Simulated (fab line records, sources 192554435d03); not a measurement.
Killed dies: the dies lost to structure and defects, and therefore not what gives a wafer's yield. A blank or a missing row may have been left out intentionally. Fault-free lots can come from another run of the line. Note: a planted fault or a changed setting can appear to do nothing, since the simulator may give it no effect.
Chamber matching | flow n5 finfet | N5_SD_EPI_N_DESCUM_14 on rie diel-04: 4 sister chambers
The step chemistry O2, time 7.9 s. 16 wafers are shown with their chamber, then 8 later ones without.

== WAFERS PAIRED WITH THEIR CHAMBERS ==
wafer  | chamber | drypump motor current A (A) | throttle valve pct (%) | oes product au (a.u.)
L076.3 | 1       | 6.0                         | 19.91                  | 0.93
L076.5 | 3       | 5.6                         | 20.38                  | 0.70
L076.6 | 0       | 5.4                         | 20.28                  | 0.97
L079.1 | 1       | 6.0                         | 19.92                  | 0.90
L079.4 | 0       | 5.5                         | 20.28                  | 0.94
L079.6 | 0       | 5.4                         | 20.27                  | 0.95
L080.3 | 0       | 5.4                         | 20.29                  | 0.94
L080.4 | 3       | 5.6                         | 20.39                  | 0.70
L080.5 | 0       | 5.4                         | 20.28                  | 0.95
L084.1 | 0       | 5.4                         | 20.31                  | 0.92
L084.2 | 2       | 5.9                         | 20.57                  | 0.84
L084.6 | 0       | 5.4                         | 20.31                  | 0.92
L086.1 | 3       | 5.6                         | 20.41                  | 0.69
L086.5 | 0       | 5.4                         | 20.32                  | 0.91
L086.6 | 1       | 6.0                         | 19.93                  | 0.88
L088.2 | 2       | 5.9                         | 20.59                  | 0.83

SIGNATURES (means of the wafers above)
reading                 | chamber 0 | chamber 1 | chamber 2 | chamber 3 | scatter within a chamber
drypump motor current A | 5.413     | 6.000     | 5.900     | 5.600     | 0.027
throttle valve pct      | 20.2925   | 19.9200   | 20.5800   | 20.3933   | 0.0164
oes product au          | 0.9375    | 0.9033    | 0.8350    | 0.6967    | 0.0186
Rule: a wafer lies at a distance from a chamber equal to the root of the sum of squares, over the readings, of (its reading less the chamber's mean, divided by the reading's scatter). If the next closest chamber is less than 2 further off than the closest, the wafer can't be placed; otherwise it belongs to the closest. How the scatter is found: for the shown wafers, subtract from each reading the mean of its chamber, square and add these, divide the total by (wafers less chambers), then take the root.

== WAFERS WITHOUT THEIR CHAMBER ==
wafer  | drypump motor current A (A) | throttle valve pct (%) | oes product au (a.u.)
L088.5 | 5.9                         | 20.60                  | 0.83
L088.6 | 6.0                         | 19.95                  | 0.88
L096.1 | 5.4                         | 20.34                  | 0.87
L096.3 | 5.9                         | 20.62                  | 0.80
L096.6 | 5.9                         | 20.62                  | 0.80
L097.3 | 5.4                         | 20.33                  | 0.87
L097.4 | 6.0                         | 19.98                  | 0.85
L097.6 | 5.9                         | 20.62                  | 0.81

== CHAMBER TAKEN BY EACH ==
wafer  | from the rows above | in truth
L088.5 | 2                   | 2
L088.6 | 1                   | 1
L096.1 | 0                   | 0
L096.3 | 2                   | 2
L096.6 | 2                   | 2
L097.3 | 0                   | 0
L097.4 | 1                   | 1
L097.6 | 2                   | 2
8 of 8 placed correctly. Can't be placed from these rows: 0. Placed wrongly: 0.
